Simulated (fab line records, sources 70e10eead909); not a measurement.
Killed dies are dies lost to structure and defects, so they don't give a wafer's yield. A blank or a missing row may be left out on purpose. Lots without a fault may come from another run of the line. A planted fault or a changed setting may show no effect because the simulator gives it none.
fab line records | flow nand_harc
record lots=24 wafers=72 last_day=25
route steps=1159 shown P_GATE@185 P_CONTACT@246 P_M1@317 P_M2@333
lots that met no fault: from a run of the same line without faults
start_h: hours from the record's first day to the start of the lot's first wafer shown | wait_h: hours since the lot's step before | " the same as in the row above | L1.1+2: a row that stands for several wafers | - no value, or no start given | * or withheld: withheld | < > ~ a bound
route shown NAME@n: a module of which the file shows steps, and the number in the route of the first | usual: mean/standard deviation of fault-free wafers | same: alike in all rows | chamber/n: place in a boat | sites: the reading at each site | _std_site: their standard deviation | _edge_site: outer sites' mean less inner sites' | radius_mm: how far each site lies from the wafer's centre | mask NAME#n: copy n | behind: the tool/chamber that last shaped the wafer | hold: why the lot was held/for how many hours/how that ended | device: the transistor (n, p or np) that didn't switch | end of line: the same wafers' tests at the end of the route | a step without rows: its recipe alone | killed: dies lost to structure and defects at the first sort, not the wafer's yield | map: a wafer's dies, x killed, . not, _ none there
set.NAME: the setting as run; set.NAME@STEP: as run at that earlier step | model.NAME: the simulator's own value behind a step, which no gauge read
steps of the route over a sample of lots; a table a step, a row a wafer
services: from which hour (start_h, from the record's first day; less than 0 if before it) a tool's chamber was out of use, for how many hours, and why
## steps
# step NHARC_P_GATE_CD_MEAS_59
# recipe target_cd_nm=720 landing_energy_ev=500
# usual cd_nm=720.2/1.4
# columns lot.wafer tool chamber start_h wait_h cd_nm
L074.3 cd_sem-01 0 97.95 - 722.4
L074.4 " 0 " " 720.2
L074.5 " 0 " " 721.7
L075.1 cd_sem-03 0 107.15 - 719.3
L075.4 " 0 " " 718.1
L075.5 " 0 " " 719.5
L076.2 cd_sem-01 0 115.22 - 718.0
L076.4 " 0 " " 717.9
L076.6 " 0 " " 719.7
L077.1 cd_sem-02 0 116.08 - 720.2
L077.2 " 0 " " 720.0
L077.6 " 0 " " 719.9
L079.1 cd_sem-03 0 128.24 - 718.9
L079.2 " 0 " " 722.5
L079.5 " 0 " " 719.7
L078.3 cd_sem-03 0 129.11 - 718.1
L078.4 " 0 " " 719.4
L078.6 " 0 " " 718.5
L080.3 cd_sem-02 0 139.27 - 717.7
L080.4 " 0 " " 719.0
L080.5 " 0 " " 718.8
L081.4 cd_sem-03 0 139.84 - 719.6
L081.5 " 0 " " 721.8
L081.6 " 0 " " 719.3
L082.1 cd_sem-03 0 150.86 - 720.2
L082.2 " 0 " " 717.0
L082.4 " 0 " " 717.2
L083.2 cd_sem-03 0 151.59 - 719.3
L083.3 " 0 " " 720.4
L083.5 " 0 " " 720.2
L085.1 cd_sem-01 0 164.05 - 719.6
L085.2 " 0 " " 720.6
L085.4 " 0 " " 720.5
L084.1 cd_sem-03 0 164.33 - 721.4
L084.4 " 0 " " 723.3
L084.5 " 0 " " 719.8
L086.1 cd_sem-03 0 180.48 - 719.6
L086.2 " 0 " " 723.3
L086.4 " 0 " " 722.4
L087.2 cd_sem-03 0 181.44 - 718.4
L087.4 " 0 " " 719.0
L087.5 " 0 " " 719.9
L088.2 cd_sem-01 0 187.31 - 719.2
L088.4 " 0 " " 720.4
L088.5 " 0 " " 721.0
L089.1 cd_sem-03 0 191.48 - 719.8
L089.3 " 0 " " 720.6
L089.4 " 0 " " 721.0
L090.1 cd_sem-02 0 192.00 - 721.2
L090.3 " 0 " " 722.3
L090.6 " 0 " " 719.4
L091.2 cd_sem-02 0 204.28 - 720.1
L091.3 " 0 " " 722.8
L091.4 " 0 " " 720.6
L092.3 cd_sem-01 0 205.04 - 722.6
L092.4 " 0 " " 721.9
L092.6 " 0 " " 720.9
L093.1 cd_sem-03 0 215.71 - 720.2
L093.3 " 0 " " 718.3
L093.6 " 0 " " 720.5
L094.2 cd_sem-03 0 217.18 - 721.0
L094.3 " 0 " " 720.6
L094.4 " 0 " " 720.9
L095.1 cd_sem-02 0 228.63 - 719.9
L095.2 " 0 " " 720.3
L095.4 " 0 " " 719.9
L096.1 cd_sem-02 0 236.97 - 719.0
L096.3 " 0 " " 717.8
L096.5 " 0 " " 723.3
L097.1 cd_sem-02 0 237.13 - 718.0
L097.4 " 0 " " 720.3
L097.6 " 0 " " 720.0
# step NHARC_P_GATE_STRIP_95
# recipe power_w=1500 temp_c=250 chemistry=O2
# usual drypump_motor_current_A=5.8/0.44 heater_power_w=304/27 rf_refl_power_W=19/7.3
# columns lot.wafer tool chamber start_h wait_h drypump_motor_current_A heater_power_w rf_hours_counter_h rf_refl_power_W
L074.4 plasma_asher-02 0 101.03 0.4 6.3 343 - 13
L074.3 " 1 " " 5.9 334 - 32
L074.5 " 1 " " 5.9 334 - 32
L075.1 plasma_asher-01 1 110.14 0.5 5.2 295 1 12
L075.4 " 1 " " 5.2 290 - 13
L075.5 " 1 " " 5.2 297 - 13
L076.2 plasma_asher-01 0 118.18 0.6 6.0 271 3 20
L076.4 " 0 " " 6.0 272 - 21
L076.6 " 0 " " 6.0 274 - 20
L077.2 plasma_asher-02 0 119.05 0.6 6.4 339 41 12
L077.1 " 1 " " 5.9 330 41 33
L077.6 " 1 " " 5.9 335 - 32
L079.1 plasma_asher-02 1 131.20 0.6 5.9 335 45 32
L079.2 " 0 " " 6.4 332 45 13
L079.5 " 1 " " 5.9 332 - 33
L078.3 plasma_asher-01 0 132.12 0.4 6.0 277 - 20
L078.4 " 1 " " 5.2 282 - 13
L078.6 " 0 " " 6.0 280 - 20
L080.4 plasma_asher-01 1 142.30 0.4 5.1 290 - 13
L080.3 " 0 " " 6.0 272 - 20
L080.5 " 1 " " 5.2 292 - 13
L081.4 plasma_asher-02 1 142.87 0.4 5.9 327 - 32
L081.6 " 1 " " 5.9 325 - 31
L081.5 " 0 " " 6.3 337 - 13
L082.2 plasma_asher-01 1 153.83 0.6 5.1 288 15 13
L082.1 " 0 " " 6.0 277 15 19
L082.4 " 1 " " 5.1 287 - 13
L083.2 plasma_asher-02 1 154.57 0.5 5.9 333 53 32
L083.3 " 0 " " 6.3 333 - 14
L083.5 " 0 " " 6.3 340 - 13
L085.2 plasma_asher-01 0 167.01 0.6 6.0 269 18 19
L085.1 " 1 " " 5.2 293 18 14
L085.4 " 0 " " 6.0 281 - 20
L084.1 plasma_asher-02 0 167.32 0.5 6.4 337 56 13
L084.4 " 0 " " 6.3 334 - 13
L084.5 " 1 " " 5.9 338 - 31
L086.1 plasma_asher-01 1 183.94 0.6 5.2 298 26 14
L086.2 " 0 " " 6.0 277 26 20
L086.4 " 1 " " 5.2 291 - 13
L087.2 plasma_asher-01 1 185.58 0.6 5.2 293 27 13
L087.4 " 0 " " 6.0 277 - 20
L087.5 " 1 " " 5.2 289 - 14
L088.2 plasma_asher-01 0 190.14 0.6 6.0 270 30 19
L088.4 " 1 " " 5.2 292 - 13
L088.5 " 1 " " 5.2 288 - 13
L089.1 plasma_asher-01 1 194.66 0.6 5.2 289 35 13
L089.4 " 1 " " 5.2 293 - 13
L089.3 " 0 " " 6.0 276 - 20
L090.1 plasma_asher-02 0 195.06 0.6 6.4 339 1 13
L090.3 " 0 " " 6.3 334 - 13
L090.6 " 0 " " 6.3 344 - 13
L091.2 plasma_asher-02 0 207.14 0.6 6.4 336 4 13
L091.4 " 0 " " 6.4 335 - 13
L091.3 " 1 " " 5.9 330 - 31
L092.4 plasma_asher-01 1 208.04 0.4 5.2 298 - 13
L092.3 " 0 " " 6.0 271 - 20
L092.6 " 1 " " 5.2 289 - 13
L093.1 plasma_asher-01 1 218.78 0.6 5.2 289 43 13
L093.3 " 1 " " 5.2 294 - 13
L093.6 " 1 " " 5.2 289 - 14
L094.2 plasma_asher-01 0 220.16 0.6 6.0 282 44 21
L094.4 " 0 " " 6.0 268 - 20
L094.3 " 1 " " 5.2 294 - 13
L095.2 plasma_asher-02 0 231.50 0.6 6.3 331 11 13
L095.1 " 1 " " 5.9 332 11 33
L095.4 " 1 " " 5.9 328 - 32
L096.1 plasma_asher-02 0 239.93 0.6 6.4 331 14 12
L096.3 " 1 " " 5.9 340 - 33
L096.5 " 0 " " 6.4 332 - 13
L097.1 plasma_asher-01 1 240.15 0.6 5.2 293 49 13
L097.4 " 0 " " 6.0 273 - 20
L097.6 " 1 " " 5.2 296 - 13
# step NHARC_P_GATE_RTA_82
# recipe temp_c=450 time_s=30
# usual lamp_power_pct=3.81/0.18 wafer_temp_C_max=452.9/0.71
# columns lot.wafer tool chamber start_h wait_h lamp_power_pct wafer_temp_C_max
L074.3 rtp_anneal-01 0 102.69 - 4.03 452.7
L074.4 " 0 " " 4.04 452.4
L074.5 " 0 " " 4.04 452.6
L075.1 rtp_anneal-02 0 111.75 - 3.67 452.7
L075.4 " 0 " " 3.67 451.7
L075.5 " 0 " " 3.67 452.6
L076.2 rtp_anneal-02 0 119.85 - 3.67 452.4
L076.4 " 0 " " 3.67 452.5
L076.6 " 0 " " 3.67 452.3
L077.1 rtp_anneal-01 0 120.69 - 4.04 452.4
L077.2 " 0 " " 4.03 453.5
L077.6 " 0 " " 4.03 453.1
L079.1 rtp_anneal-02 0 133.12 - 3.67 451.7
L079.2 " 0 " " 3.68 453.1
L079.5 " 0 " " 3.67 453.7
L078.3 rtp_anneal-02 0 134.48 - 3.67 454.6
L078.4 " 0 " " 3.67 453.5
L078.6 " 0 " " 3.67 452.5
L080.3 rtp_anneal-02 0 143.97 - 3.67 453.3
L080.4 " 0 " " 3.67 452.9
L080.5 " 0 " " 3.67 452.1
L081.4 rtp_anneal-02 0 144.59 - 3.66 452.2
L081.5 " 0 " " 3.66 453.4
L081.6 " 0 " " 3.67 453.3
L082.1 rtp_anneal-01 0 155.46 - 4.03 453.4
L082.2 " 0 " " 4.04 453.0
L082.4 " 0 " " 4.03 453.5
L083.2 rtp_anneal-02 0 156.21 - 3.67 452.1
L083.3 " 0 " " 3.67 452.6
L083.5 " 0 " " 3.67 452.2
L085.1 rtp_anneal-01 0 168.67 - 4.03 453.3
L085.2 " 0 " " 4.04 452.9
L085.4 " 0 " " 4.03 453.3
L084.1 rtp_anneal-02 0 169.06 - 3.67 452.6
L084.4 " 0 " " 3.67 452.8
L084.5 " 0 " " 3.67 452.7
L086.1 rtp_anneal-02 0 185.57 - 3.67 453.6
L086.2 " 0 " " 3.67 452.2
L086.4 " 0 " " 3.67 452.9
L087.2 rtp_anneal-02 0 187.45 - 3.67 452.7
L087.4 " 0 " " 3.67 452.4
L087.5 " 0 " " 3.67 452.1
L088.2 rtp_anneal-02 0 191.87 - 3.67 452.6
L088.4 " 0 " " 3.67 452.1
L088.5 " 0 " " 3.67 452.6
L089.1 rtp_anneal-01 0 196.57 - 4.03 453.5
L089.3 " 0 " " 4.03 454.3
L089.4 " 0 " " 4.04 453.3
L090.1 rtp_anneal-01 0 197.05 - 4.04 452.5
L090.3 " 0 " " 4.03 453.7
L090.6 " 0 " " 4.03 453.5
L091.2 rtp_anneal-01 0 208.79 - 4.03 454.4
L091.3 " 0 " " 4.03 453.2
L091.4 " 0 " " 4.04 452.9
L092.3 rtp_anneal-02 0 209.71 - 3.67 453.2
L092.4 " 0 " " 3.67 453.3
L092.6 " 0 " " 3.67 453.0
L093.1 rtp_anneal-02 0 220.41 - 3.67 452.4
L093.3 " 0 " " 3.67 452.3
L093.6 " 0 " " 3.67 454.5
L094.2 rtp_anneal-02 0 221.81 - 3.67 451.7
L094.3 " 0 " " 3.67 452.0
L094.4 " 0 " " 3.67 452.1
L095.1 rtp_anneal-01 0 233.36 - 4.03 452.9
L095.2 " 0 " " 4.03 453.0
L095.4 " 0 " " 4.04 452.7
L096.1 rtp_anneal-02 0 242.07 - 3.67 452.4
L096.3 " 0 " " 3.66 452.4
L096.5 " 0 " " 3.67 452.3
L097.1 rtp_anneal-01 0 242.10 - 4.04 454.5
L097.4 " 0 " " 4.03 454.1
L097.6 " 0 " " 4.04 454.2
# step NHARC_P_CONTACT_PVD_32
# recipe target_thk_a=50 chamber_pressure_pa=5 power_w=5000 substrate_temp_c=200 time_s=17.7 material=Ti
# usual throttle_valve_pct=29.7/1.1
# columns lot.wafer tool chamber start_h wait_h throttle_valve_pct
L074.4 pvd_sputter-01 - - - 30.5
L074.3 " - " " 29.8
L074.5 " - " " 30.3
L075.4 pvd_sputter-02 - - - 28.8
L075.1 " - " " 29.4
L075.5 " - " " 30.6
L076.2 pvd_sputter-03 - - - 30.8
L076.4 " - " " 29.9
L076.6 " - " " 30.5
L077.1 pvd_sputter-03 - - - 27.1
L077.2 " - " " 29.7
L077.6 " - " " 30.2
L079.2 pvd_sputter-03 - - - 29.9
L079.1 " - " " 27.3
L079.5 " - " " 29.5
L078.3 pvd_sputter-03 - - - 30.6
L078.4 " - " " 27.5
L078.6 " - " " 30.6
L080.3 pvd_sputter-03 - - - 29.6
L080.4 " - " " 30.8
L080.5 " - " " 30.1
L081.4 pvd_sputter-02 - - - 30.0
L081.5 " - " " 29.3
L081.6 " - " " 29.8
L082.2 pvd_sputter-02 - - - 31.0
L082.4 " - " " 29.3
L082.1 " - " " 29.6
L083.3 pvd_sputter-03 - - - 29.7
L083.2 " - " " 30.1
L083.5 " - " " 27.2
L084.4 pvd_sputter-02 - - - 29.8
L084.1 " - " " 31.0
L084.5 " - " " 29.4
L085.1 pvd_sputter-03 - - - 27.3
L085.2 " - " " 30.9
L085.4 " - " " 29.5
L086.1 pvd_sputter-01 - - - 29.7
L086.4 " - " " 30.6
L086.2 " - " " 31.0
L087.4 pvd_sputter-01 - - - 30.0
L087.2 " - " " 31.1
L087.5 " - " " 29.9
L088.4 pvd_sputter-02 - - - 29.5
L088.2 " - " " 31.2
L088.5 " - " " 29.1
L089.1 pvd_sputter-01 - - - 30.5
L089.3 " - " " 29.9
L089.4 " - " " 29.5
L090.1 pvd_sputter-02 - - - 31.1
L090.3 " - " " 28.9
L090.6 " - " " 29.5
L091.2 pvd_sputter-01 - - - 29.8
L091.4 " - " " 30.6
L091.3 " - " " 30.1
L092.3 pvd_sputter-03 - - - 29.5
L092.4 " - " " 30.5
L092.6 " - " " 29.8
L093.1 pvd_sputter-03 - - - 29.7
L093.3 " - " " 30.1
L093.6 " - " " 27.3
L094.2 pvd_sputter-03 - - - 30.8
L094.4 " - " " 29.9
L094.3 " - " " 27.4
L095.1 pvd_sputter-03 - - - 30.1
L095.2 " - " " 30.6
L095.4 " - " " 29.6
L097.4 pvd_sputter-02 - - - 30.1
L097.1 " - " " 29.4
L097.6 " - " " 30.0
L096.1 pvd_sputter-03 - - - 29.7
L096.3 " - " " 30.0
L096.5 " - " " 30.1
# step NHARC_P_M1_DEP_33
# recipe target_thk_a=300 temp_c=370 target_thk_nm=30 pressure_torr=3 flow_sccm=200 rf_w=450 material=SiCN
# usual chamber_pressure_Torr=3.000/0.0068 heater_power_w=526/61
# columns lot.wafer tool chamber start_h wait_h chamber_pressure_Torr heater_power_w
L074.3 pecvd-03 2 126.46 0.1 2.992 456
L074.4 " 2 " " 2.993 452
L074.5 " 1 " " 3.000 587
L075.1 pecvd-03 2 137.62 0.1 3.007 485
L075.5 " 1 " " 2.994 490
L075.4 " 2 " " 3.004 476
L076.2 pecvd-01 1 138.79 0.1 3.007 593
L076.6 " 2 " " 2.998 461
L076.4 " 0 " " 3.007 566
L077.2 pecvd-03 2 139.06 0.1 2.985 416
L077.1 " 0 " " 3.003 528
L077.6 " 0 " " 3.009 520
L079.1 pecvd-03 2 149.77 0.1 3.003 490
L079.2 " 1 " " 2.993 591
L079.5 " 2 " " 3.004 491
L078.3 pecvd-01 0 150.96 0.1 3.009 580
L078.6 " 2 " " 3.001 518
L078.4 " 0 " " 3.001 583
L080.3 pecvd-04 0 157.08 0.1 2.991 613
L080.4 " 2 " " 3.002 587
L080.5 " 0 " " 3.000 636
L081.5 pecvd-04 1 157.89 0.2 2.995 607
L081.6 " 2 " " 3.005 647
L081.4 " 0 " " 2.996 621
L082.2 pecvd-03 0 171.31 0.1 3.009 476
L082.1 " 1 " " 3.011 480
L082.4 " 2 " " 2.986 475
L083.2 pecvd-03 0 172.41 0.1 3.006 449
L083.3 " 1 " " 2.995 520
L083.5 " 2 " " 2.992 522
L084.1 pecvd-01 0 187.12 0.1 2.997 536
L084.5 " 0 " " 3.002 530
L084.4 " 1 " " 2.998 558
L085.1 pecvd-03 1 188.08 0.1 3.001 558
L085.2 " 0 " " 2.993 465
L085.4 " 0 " " 3.002 464
L086.1 pecvd-01 2 201.06 0.1 2.996 475
L086.2 " 1 " " 3.009 572
L086.4 " 2 " " 2.999 468
L087.2 pecvd-03 0 202.15 0.1 3.000 471
L087.4 " 1 " " 3.009 550
L087.5 " 2 " " 3.014 460
L088.2 pecvd-03 0 207.77 0.1 3.009 460
L088.5 " 0 " " 3.006 470
L088.4 " 1 " " 2.996 493
L089.3 pecvd-03 0 212.37 0.1 3.012 534
L089.1 " 2 " " 3.000 500
L089.4 " 0 " " 3.009 523
L090.3 pecvd-01 1 212.69 0.1 3.000 614
L090.1 " 2 " " 3.004 522
L090.6 " 1 " " 3.007 639
L091.2 pecvd-04 2 222.06 0.1 3.001 568
L091.3 " 1 " " 3.013 515
L091.4 " 0 " " 2.998 688
L092.3 pecvd-01 1 222.76 0.1 2.998 605
L092.4 " 2 " " 3.002 521
L092.6 " 0 " " 3.008 564
L093.1 pecvd-03 2 233.27 0.1 2.997 478
L093.3 " 0 " " 2.997 419
L093.6 " 2 " " 3.003 474
L094.3 pecvd-03 2 235.11 0.1 2.988 458
L094.2 " 1 " " 2.996 527
L094.4 " 2 " " 2.995 445
L095.2 pecvd-03 1 246.64 0.1 2.989 571
L095.1 " 2 " " 2.990 479
L095.4 " 0 " " 2.987 517
L097.1 pecvd-03 0 255.45 0.1 3.010 475
L097.4 " 0 " " 3.004 480
L097.6 " 1 " " 3.004 508
L096.1 pecvd-04 1 260.43 0.1 2.997 642
L096.3 " 2 " " 3.001 609
L096.5 " 1 " " 2.993 610
# step NHARC_P_M2_ETCH_15
# recipe target_depth_a=1825 time_s=91.2 c4f8_flow_sccm=withheld ar_flow_sccm=400 rf_w=600 bias_w=300 chemistry=C4F8/Ar
# usual oes_product_au=0.947/0.02 rf_vpp_V=439.5/2.1
# columns lot.wafer tool chamber start_h wait_h oes_product_au rf_hours_counter_h rf_vpp_V
L074.4 rie_diel-12 0 - - 0.922 15 440.7
L074.3 " 1 " " 0.911 16 444.4
L074.5 " 3 " " 0.937 - 439.3
L075.4 rie_diel-09 1 - - 0.953 1 437.8
L075.1 " 0 " " 0.951 1 438.7
L075.5 " 1 " " 0.943 - 438.6
L076.2 rie_diel-09 0 - - 0.960 2 439.3
L076.4 " 2 " " 0.952 2 442.7
L076.6 " 0 " " 0.958 - 438.7
L077.1 rie_diel-12 0 - - 0.916 17 441.4
L077.2 " 3 " " 0.923 17 438.4
L077.6 " 1 " " 0.903 - 444.7
L079.1 rie_diel-02 2 - - 0.965 58 438.1
L079.2 " 3 " " 0.980 59 441.6
L079.5 " 2 " " 0.964 - 436.4
L078.3 rie_diel-09 3 - - 0.962 2 436.5
L078.4 " 1 " " 0.974 2 438.3
L078.6 " 3 " " 0.947 - 437.1
L080.4 rie_diel-09 1 - - 0.968 2 436.4
L080.3 " 3 " " 0.964 2 436.8
L080.5 " 2 " " 0.991 - 441.6
L081.4 rie_diel-12 3 - - 0.926 24 439.7
L081.6 " 2 " " 0.932 - 439.6
L081.5 " 3 " " 0.928 - 438.5
L082.1 rie_diel-09 3 - - 0.949 3 436.9
L082.2 " 1 " " 0.952 3 437.9
L082.4 " 3 " " 0.952 - 438.9
L083.3 rie_diel-09 1 - - 0.959 3 438.4
L083.2 " 3 " " 0.960 3 437.5
L083.5 " 1 " " 0.943 - 437.8
L084.1 rie_diel-09 0 - - 0.964 4 438.3
L084.4 " 3 " " 0.945 4 437.8
L084.5 " 1 " " 0.955 - 437.7
L085.4 rie_diel-09 2 - - 0.946 3 440.7
L085.2 " 0 " " 0.986 4 438.9
L085.1 " 1 " " 0.957 4 437.9
L086.2 rie_diel-09 0 - - 0.973 4 439.0
L086.1 " 1 " " 0.967 4 436.4
L086.4 " 3 " " 0.944 4 437.8
L087.2 rie_diel-09 1 - - 0.940 4 436.0
L087.4 " 2 " " 0.957 3 441.5
L087.5 " 1 " " 0.951 - 437.1
L088.2 rie_diel-09 1 - - 0.907 5 437.0
L088.4 " 2 " " 0.925 4 442.3
L088.5 " 1 " " 0.927 - 437.7
L089.1 rie_diel-09 1 - - 0.951 5 439.1
L089.3 " 3 " " 0.967 5 436.6
L089.4 " 0 " " 0.993 5 438.2
L090.3 rie_diel-09 3 - - 0.912 5 437.5
L090.1 " 1 " " 0.908 5 437.4
L090.6 " 0 " " 0.931 - 438.6
L091.3 rie_diel-09 3 - - 0.920 6 436.3
L091.2 " 2 " " 0.918 5 441.5
L091.4 " 0 " " 0.940 - 438.9
L092.3 rie_diel-09 0 - - 0.977 6 438.6
L092.6 " 0 " " 0.976 - 439.2
L092.4 " 2 " " 0.967 - 442.5
L093.1 rie_diel-12 3 - - 0.929 4 436.1
L093.3 " 1 " " 0.938 4 443.5
L093.6 " 0 " " 0.931 - 441.3
L094.3 rie_diel-09 2 - - 0.969 5 440.2
L094.4 " 3 " " 0.939 6 436.9
L094.2 " 0 " " 0.975 6 438.4
L095.4 rie_diel-12 1 - - 0.938 8 443.1
L095.1 " 2 " " 0.940 8 440.1
L095.2 " 0 " " 0.938 5 442.5
L097.1 rie_diel-12 2 - - 0.939 9 440.6
L097.4 " 3 " " 0.929 9 437.7
L097.6 " 0 " " 0.937 - 441.8
L096.1 rie_diel-12 1 - - 0.922 10 443.1
L096.3 " 2 " " 0.943 10 439.7
L096.5 " 2 " " 0.942 - 439.8
## services
# columns tool chamber start_h hours kind
rie_diel-09 - 77.10 9.0 pm
rie_diel-02 - 79.84 0.6 repair
pvd_sputter-02 - 86.01 3.0 repair
plasma_asher-01 - 99.32 9.0 pm
pvd_sputter-03 - 102.00 10.0 pm
pecvd-03 - 111.13 13.0 pm
rie_diel-09 - 127.60 0.3 repair
pecvd-03 - 156.91 0.2 repair
pvd_sputter-01 - 158.00 10.0 pm
rie_diel-09 2 161.96 8.5 repair
rie_diel-09 2 170.48 10.0 repair
plasma_asher-02 - 181.05 4.3 repair
plasma_asher-02 - 185.35 9.0 pm
rie_diel-12 - 187.46 0.5 repair
pecvd-04 - 195.33 13.0 pm
rie_diel-12 1 196.11 8.9 repair
pecvd-01 0 197.05 7.9 repair
rie_diel-12 - 202.40 9.0 pm
rie_diel-09 1 216.04 13.2 repair
pvd_sputter-02 - 217.91 10.0 pm
rie_diel-12 0 235.01 13.2 repair
pecvd-01 - 237.19 13.0 pm
rie_diel-09 1 240.65 5.4 repair
rie_diel-09 - 254.10 9.0 pm
## key
fault none
